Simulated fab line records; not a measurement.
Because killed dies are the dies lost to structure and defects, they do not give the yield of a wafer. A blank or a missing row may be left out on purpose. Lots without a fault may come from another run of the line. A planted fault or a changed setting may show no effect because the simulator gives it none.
Chamber matching | flow n5_finfet | N5_BEOL_M6_ILD_DEP_00 on pecvd-01 has 3 sister chambers
The step deposits SiCOH lowk from DEMS/porogen, target thk 179.75 nm, time 33.4 s. 6 wafers are shown with their chamber, then 10 later ones without.

## WAFERS PAIRED WITH THEIR CHAMBERS
wafer  | chamber | heater_power_w (W) | throttle_valve_pct (%)
L081.1 | 0       | 263                | 14.4
L082.1 | 0       | 289                | 14.3
L083.2 | 2       | 373                | 12.7
L083.4 | 1       | 362                | 14.5
L084.1 | 2       | 408                | 13.1
L084.3 | 1       | 388                | 13.9

## WAFERS WHOSE CHAMBER IS MISSING
wafer  | heater_power_w (W) | throttle_valve_pct (%)
L084.6 | 318                | 14.0
L094.2 | 384                | 14.4
L094.5 | 269                | 14.1
L094.6 | 349                | 13.1
L095.1 | 282                | 14.0
L095.3 | 394                | 14.1
L095.4 | 331                | 12.9
L096.1 | 356                | 13.0
L096.2 | 280                | 14.1
L096.3 | 390                | 14.1

## CHAMBER TAKEN BY EACH
wafer  | from the rows above     | in truth
L084.6 | can't be placed: 0 or 1 | 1
L094.2 | 1                       | 1
L094.5 | 0                       | 0
L094.6 | can't be placed: 2 or 1 | 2
L095.1 | 0                       | 0
L095.3 | 1                       | 1
L095.4 | can't be placed: 2 or 1 | 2
L096.1 | 2                       | 2
L096.2 | 0                       | 0
L096.3 | 1                       | 1
Correct placement for 7 of the 10. Cannot be placed on the basis of these rows: 3; the candidates contain the true chamber in 3. Wrongly placed: 0.
How it was worked out, from the rows above alone: a wafer's distance from a chamber is the root of the sum, over the readings, of the square of ((its reading less the chamber's mean) divided by the reading's scatter). The wafer belongs to the nearest chamber; if the next one is less than 2 further off, it can't be placed. Each chamber's mean is taken over the wafers shown for it. The scatter is the square root of a quotient: the sum, over the shown wafers, of each reading's squared deviation from its chamber's mean, divided by wafers minus chambers.
